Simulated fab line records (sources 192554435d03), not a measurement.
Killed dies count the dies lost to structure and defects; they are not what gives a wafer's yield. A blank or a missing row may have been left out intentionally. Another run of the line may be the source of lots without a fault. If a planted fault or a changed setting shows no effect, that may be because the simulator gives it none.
Which tool did it?	flow n5 finfet	Sampling: 24 lots, 72 wafers, 5 of 1938 route steps

== WHAT THE GAUGES READ, wafer by wafer ==
N5_BEOL_M14_OVL_MEAS_11. Usual: V13_OVL gives 0 nm (standard deviation 5.2).
lot	measured	on	V13_OVL (nm)	flag
L075	day 13 20:56	overlay-01	-6 -4 2	
L074	day 14 04:34	overlay-01	-2 4 4	
L076	day 14 06:25	overlay-01	-3 2 11	
L078	day 14 08:25	overlay-01	-6 -3 0	
L077	day 14 23:56	overlay-01	-5 -1 -3	
L079	day 15 03:03	overlay-02	2 -9 -1	
L081	day 15 23:10	overlay-01	-2 -1 -1	
L084	day 16 06:53	overlay-02	10 -4 3	
L082	day 16 12:53	overlay-01	2 -4 -5	
L080	day 16 18:18	overlay-02	1 -5 6	
L083	day 17 00:23	overlay-02	0 -8 0	
L087	day 17 03:52	overlay-02	5 9 3	
L085	day 17 14:19	overlay-02	1 8 2	
L088	day 17 18:43	overlay-02	5 7 1	
L089	day 18 09:39	overlay-02	0 1 -1	
L090	day 18 09:56	overlay-02	0 -6 -5	
L091	day 18 12:47	overlay-02	-4 3 1	
L093	day 18 12:58	overlay-02	-4 -6 -9	
L095	day 18 19:08	overlay-02	8 3 1	
L086	day 18 21:37	overlay-01	-1 -15 -5	
L094	day 19 10:02	overlay-02	6 0 8	
L092	day 19 15:17	overlay-01	1 0 10	
L097	day 19 21:46	overlay-01	7 0 2	
L096	day 19 22:20	overlay-01	-1 -6 2	

N5_BEOL_M15_CD_MEAS_10: the cd target is 360 nm. Usual: cd nm reads 359.4 nm (standard deviation 1.7).
lot	measured	on	cd nm (nm)	flag
L075	day 14 02:03	cd sem-03	362.1 361.2 361.8	
L074	day 14 09:01	cd sem-03	358.5 361.4 360.1	
L076	day 14 14:43	cd sem-02	358.9 357.6 358.1	
L078	day 14 15:02	cd sem-01	360.2 361.1 358.2	
L077	day 15 04:00	cd sem-02	359.7 358.2 356.0	
L079	day 15 09:18	cd sem-01	360.1 361.6 358.5	
L081	day 16 06:27	cd sem-01	361.2 360.7 358.8	
L084	day 16 13:25	cd sem-03	356.4 356.8 359.5	
L082	day 16 18:11	cd sem-01	359.7 360.5 360.1	
L080	day 16 23:20	cd sem-01	359.9 359.8 361.0	
L083	day 17 09:35	cd sem-02	356.7 357.1 360.0	
L087	day 17 09:44	cd sem-01	359.2 364.0 360.4	
L085	day 17 18:16	cd sem-03	361.8 360.7 357.4	
L088	day 17 23:23	cd sem-03	359.3 360.3 361.0	
L089	day 18 14:38	cd sem-01	357.8 357.9 361.7	
L090	day 18 15:28	cd sem-02	359.0 358.5 361.0	
L091	day 18 21:47	cd sem-02	359.5 357.1 356.3	
L093	day 18 22:07	cd sem-01	358.3 362.2 358.7	
L095	day 19 00:59	cd sem-03	358.4 361.1 361.4	
L086	day 19 04:07	cd sem-01	360.2 359.6 358.5	
L094	day 19 15:47	cd sem-03	361.2 361.7 357.6	
L092	day 19 22:48	cd sem-02	359.8 357.6 356.4	
L097	day 20 04:23	cd sem-02	358.7 359.4 361.4	
L096	day 20 06:04	cd sem-02	362.5 361.8 361.7	

== WHAT TOOL EACH LOT RAN ON (gives the tool, then ch and the chambers of the sampled wafers, and finally the start) ==
lot	N5_BEOL_M14_DESCUM_15	N5_BEOL_M14_SPUTTER_44	N5_BEOL_M14_DEP_53
L075	rie diel-05 ch 1,2,3, day 13 20:59	pvd sputter-03, day 13 23:38	pecvd-03 ch 1,2, day 14 01:11
L074	rie diel-03 ch 0,2,3, day 14 04:43	pvd sputter-02, day 14 07:10	pecvd-03 ch 0,1,2, day 14 08:13
L076	rie diel-05 ch 1,2, day 14 06:38	pvd sputter-01, day 14 10:57	pecvd-02 ch 1,2, day 14 13:55
L078	rie diel-02 ch 0,1,3, day 14 08:28	pvd sputter-03, day 14 11:06	pecvd-01 ch 0,1,2, day 14 14:21
L077	rie diel-03 ch 0,1,2, day 14 23:59	pvd sputter-01, day 15 02:17	pecvd-01 ch 1,2, day 15 03:19
L079	rie diel-03 ch 0,3, day 15 03:33	pvd sputter-02, day 15 07:27	pecvd-02 ch 0,1,2, day 15 08:30
L081	rie diel-05 ch 0,1, day 15 23:13	pvd sputter-02, day 16 04:36	pecvd-02 ch 0,1,2, day 16 05:38
L084	rie diel-02 ch 2,3, day 16 07:18	pvd sputter-01, day 16 11:31	pecvd-03 ch 0,1,2, day 16 12:43
L082	rie diel-03 ch 0,1,2, day 16 12:56	pvd sputter-03, day 16 15:50	pecvd-01 ch 0,1, day 16 17:04
L080	rie diel-05 ch 1,2, day 16 18:22	pvd sputter-02, day 16 21:19	pecvd-02 ch 0,1,2, day 16 22:32
L083	rie diel-03 ch 1,3, day 17 00:26	pvd sputter-01, day 17 07:49	pecvd-03 ch 0,2, day 17 08:53
L087	rie diel-05 ch 0,1,2, day 17 03:56	pvd sputter-02, day 17 07:53	pecvd-01 ch 0,1,2, day 17 08:55
L085	rie diel-03 ch 1,3, day 17 14:23	pvd sputter-03, day 17 16:22	pecvd-01 ch 1,2, day 17 17:27
L088	rie diel-03 ch 0,1,2, day 17 19:06	pvd sputter-03, day 17 21:37	pecvd-03 ch 0,2, day 17 22:42
L089	rie diel-05 ch 0,3, day 18 09:52	pvd sputter-01, day 18 12:54	pecvd-03 ch 0,1, day 18 13:57
L090	rie diel-02 ch 0,2,3, day 18 10:18	pvd sputter-03, day 18 13:40	pecvd-01 ch 1,2, day 18 14:44
L091	rie diel-03 ch 0,1,3, day 18 13:03	pvd sputter-01, day 18 19:35	pecvd-02 ch 0,2, day 18 21:06
L093	rie diel-03 ch 0,1,2, day 18 13:26	pvd sputter-03, day 18 20:24	pecvd-03 ch 0,1,2, day 18 21:26
L095	rie diel-03 ch 0,2,3, day 18 19:20	pvd sputter-01, day 18 23:08	pecvd-02 ch 0,1, day 19 00:10
L086	rie diel-03 ch 0,3, day 18 21:40	pvd sputter-01, day 19 02:23	pecvd-01 ch 0,1, day 19 03:26
L094	rie diel-03 ch 1,2, day 19 10:23	pvd sputter-02, day 19 13:56	pecvd-03 ch 0,1,2, day 19 14:58
L092	rie diel-02 ch 0,2,3, day 19 15:20	pvd sputter-03, day 19 20:56	pecvd-02 ch 0,1,2, day 19 21:59
L097	rie diel-02 ch 0,3, day 19 22:22	pvd sputter-01, day 20 02:39	pecvd-03 ch 0,2, day 20 03:41
L096	rie diel-03 ch 1,2, day 19 22:48	pvd sputter-03, day 20 03:39	pecvd-02 ch 1,2, day 20 05:14
- N5_BEOL_M14_DESCUM_15: chemistry O2, time 7.9 s.
- N5_BEOL_M14_SPUTTER_44: material Ta, target thk 15 nm, time 24.19 s.
- N5_BEOL_M14_DEP_53: deposits SiCN from 3MS/NH3, target thk 50 nm, time 17.8 s.

== AS READ BY THE TOOLS THEMSELVES (means over the sampled wafers that have a number; for cases with no such wafer, the mark the record gives instead) ==
N5_BEOL_M14_DESCUM_15. Usual: drypump motor current A 5.8 A, standard deviation 0.53; oes product au 0.82 a.u., standard deviation 0.07; rf fwd power W 49.44 W, standard deviation 0.17; rf vpp V 243.5 V, standard deviation 1.6; showerhead plenum p Torr 2.11 Torr, standard deviation 0.089; throttle valve pct 20.32 %, standard deviation 0.3.
lot	tool	drypump motor current A (A)	oes product au (a.u.)	rf fwd power W (W)	rf vpp V (V)	showerhead plenum p Torr (Torr)	throttle valve pct (%)	flag
L075	rie diel-05	5.4	0.82	49.45	243.0	2.07	20.06	
L074	rie diel-03	5.6	0.90	49.30	244.4	2.17	20.19	
L076	rie diel-05	5.4	0.90	49.54	243.4	2.06	19.90	
L078	rie diel-02	5.9	0.78	49.51	244.1	2.15	20.47	
L077	rie diel-03	5.7	0.85	49.50	244.4	2.10	20.36	
L079	rie diel-03	5.3	0.89	49.48	243.1	2.11	20.06	
L081	rie diel-05	6.0	0.89	49.26	244.7	2.15	20.31	
L084	rie diel-02	6.6	0.72	49.46	242.2	2.06	20.64	
L082	rie diel-03	5.7	0.84	49.46	243.5	2.09	20.40	
L080	rie diel-05	5.4	0.85	49.37	243.3	2.05	19.94	
L083	rie diel-03	6.1	0.83	49.35	243.4	2.14	20.37	
L087	rie diel-05	5.8	0.84	49.53	243.3	2.11	20.19	
L085	rie diel-03	6.1	0.83	49.43	243.7	2.14	20.37	
L088	rie diel-03	5.7	0.82	49.32	241.8	2.09	20.41	
L089	rie diel-05	5.7	0.90	49.46	243.3	2.10	20.10	
L090	rie diel-02	6.2	0.72	49.65	243.5	2.12	20.64	
L091	rie diel-03	5.7	0.81	49.51	242.4	2.09	20.32	
L093	rie diel-03	5.7	0.81	49.45	243.0	2.09	20.42	
L095	rie diel-03	5.5	0.84	49.38	244.4	2.15	20.24	
L086	rie diel-03	5.6	0.84	49.35	244.8	2.15	20.16	
L094	rie diel-03	5.9	0.81	49.12	243.5	2.14	20.57	
L092	rie diel-02	6.2	0.72	49.74	244.2	2.12	20.63	
L097	rie diel-02	6.3	0.72	49.57	245.5	2.19	20.73	
L096	rie diel-03	5.9	0.80	49.33	244.5	2.14	20.58	

N5_BEOL_M14_SPUTTER_44. Usual: cathode dc power W 15000 W, standard deviation 2.6; throttle valve pct 29.7 %, standard deviation 0.89.
lot	tool	cathode dc power W (W)	throttle valve pct (%)	flag
L075	pvd sputter-03	14997	29.6	
L074	pvd sputter-02	15001	30.6	
L076	pvd sputter-01	15002	29.0	
L078	pvd sputter-03	14999	29.8	
L077	pvd sputter-01	15001	28.8	
L079	pvd sputter-02	15000	30.4	
L081	pvd sputter-02	15000	29.5	
L084	pvd sputter-01	14999	28.8	
L082	pvd sputter-03	14997	29.5	
L080	pvd sputter-02	15000	30.1	
L083	pvd sputter-01	14998	29.7	
L087	pvd sputter-02	14996	29.7	
L085	pvd sputter-03	15000	29.2	
L088	pvd sputter-03	14999	29.1	
L089	pvd sputter-01	15002	29.8	
L090	pvd sputter-03	14998	29.7	
L091	pvd sputter-01	15000	29.9	
L093	pvd sputter-03	15002	29.9	
L095	pvd sputter-01	14998	29.5	
L086	pvd sputter-01	14999	29.4	
L094	pvd sputter-02	15001	30.6	
L092	pvd sputter-03	15001	29.7	
L097	pvd sputter-01	15001	29.6	
L096	pvd sputter-03	15001	29.2	

N5_BEOL_M14_DEP_53. Usual: rf fwd power W 666.2 W, standard deviation 2.9; showerhead plenum p Torr 4.149 Torr, standard deviation 0.029; throttle valve pct 17.3 %, standard deviation 0.69.
lot	tool	rf fwd power W (W)	showerhead plenum p Torr (Torr)	throttle valve pct (%)	flag
L075	pecvd-03	665.4	4.122	17.8	
L074	pecvd-03	668.4	4.139	18.1	
L076	pecvd-02	665.8	4.177	17.4	
L078	pecvd-01	663.3	4.146	16.7	
L077	pecvd-01	667.2	4.128	16.6	
L079	pecvd-02	666.4	4.162	17.2	
L081	pecvd-02	665.5	4.169	16.9	
L084	pecvd-03	666.4	4.142	18.0	
L082	pecvd-01	661.7	4.164	16.9	
L080	pecvd-02	664.8	4.176	17.0	
L083	pecvd-03	668.0	4.141	18.2	
L087	pecvd-01	665.8	4.146	16.7	
L085	pecvd-01	666.2	4.121	16.5	
L088	pecvd-03	667.8	4.124	18.1	
L089	pecvd-03	668.9	4.150	17.5	
L090	pecvd-01	667.2	4.143	16.7	
L091	pecvd-02	664.2	4.161	16.9	
L093	pecvd-03	667.1	4.135	17.8	
L095	pecvd-02	664.4	4.166	17.0	
L086	pecvd-01	662.1	4.164	16.9	
L094	pecvd-03	668.4	4.139	17.8	
L092	pecvd-02	666.3	4.170	17.2	
L097	pecvd-03	666.3	4.116	18.2	
L096	pecvd-02	668.1	4.179	17.4	

== THE ANSWER, worked out from the rows above alone ==
Rule: lot off if the mean of its wafers having a number is beyond 3 standard deviations from the usual mean. A lot without any number at a reading at which 4 lots or more have one is off too. The other lots that the step has rows for count as sound. The gauges are gone through in route order, then the tools' own readings, and for those a lot's mean is taken as printed above. At the first step where some lot is off, the reading lying furthest off is the one used; lots without a number count as furthest.
No lot is off on any of the readings shown, so nothing can be concluded from this.

== WHAT WAS PUT IN BY THE SIMULATOR ==
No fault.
